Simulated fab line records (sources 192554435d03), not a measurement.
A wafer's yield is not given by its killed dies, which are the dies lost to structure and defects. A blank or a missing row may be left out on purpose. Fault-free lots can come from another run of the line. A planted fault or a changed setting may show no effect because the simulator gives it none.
The same fault as seen by 2 desks + flow n5-finfet + only its own numbers are on each desk; what lay behind them is given at the end

METROLOGY DESK
What the gauges read for every lot (on any tool): the sampled wafers with a number, averaged. Any lot whose mean is over 4 standard deviations away from the usual mean is out of limits and marked OUT; that distance is given in the brackets.
Columns: A = cd-nm at N5_BEOL_M11_CD_MEAS_11, usual 64.2 nm
| lot  | first seen here | A    |
|------|-----------------|------|
| L426 | day 12 10:30    | 63.9 |
| L425 | day 12 10:42    | 63.9 |
| L428 | day 13 02:58    | 64.5 |
| L427 | day 13 07:11    | 63.8 |
| L429 | day 13 11:09    | 64.1 |
| L436 | day 14 17:56    | 64.5 |
| L442 | day 16 03:51    | 64.0 |
| L444 | day 16 13:32    | 63.7 |
| L445 | day 17 12:26    | 64.3 |
| L446 | day 17 17:50    | 64.5 |
| L447 | day 18 12:43    | 64.3 |
Result from this desk: across the 11 lots, nothing is out of limits.

FOR THE TOOL OWNER'S DESK: rie-diel-06
The tool's own readings at N5_BEOL_M11_VIA_ETCH_34 (etches SiCOH lowk in C4F6/O2, target depth 184.5 nm, time 69.2 s): means of the sampled wafers that have a number, for each lot that ran on this tool. Any lot whose mean is over 4 standard deviations away from the usual mean is out of limits and marked OUT; that distance is given in the brackets.
Columns: A = drypump-motor-current-A at N5_BEOL_M11_VIA_ETCH_34, usual 5.8 A; B = oes-product-au at N5_BEOL_M11_VIA_ETCH_34, usual 0.80 a.u.; C = rf-vpp-V at N5_BEOL_M11_VIA_ETCH_34, usual 667 V; D = showerhead-plenum-p-Torr at N5_BEOL_M11_VIA_ETCH_34, usual 2.82 Torr; E = throttle-valve-pct at N5_BEOL_M11_VIA_ETCH_34, usual 20.78 %
| lot  | first seen here | A   | B    | C   | D    | E     |
|------|-----------------|-----|------|-----|------|-------|
| L428 | day 13 06:00    | 5.7 | 0.83 | 668 | 2.76 | 20.82 |
| L436 | day 14 19:13    | 6.2 | 0.95 | 660 | 2.78 | 20.79 |
| L445 | day 17 16:46    | 6.3 | 0.84 | 662 | 2.76 | 20.91 |
| L446 | day 17 19:32    | 5.7 | 0.79 | 663 | 2.75 | 20.84 |
Result from this desk: across the 4 lots, nothing is out of limits.

ALL TOGETHER
At the metrology desk, nothing out of limits was observed.
The desk of the tool owner found nothing out of limits.

WHAT THE SIMULATOR PUT IN
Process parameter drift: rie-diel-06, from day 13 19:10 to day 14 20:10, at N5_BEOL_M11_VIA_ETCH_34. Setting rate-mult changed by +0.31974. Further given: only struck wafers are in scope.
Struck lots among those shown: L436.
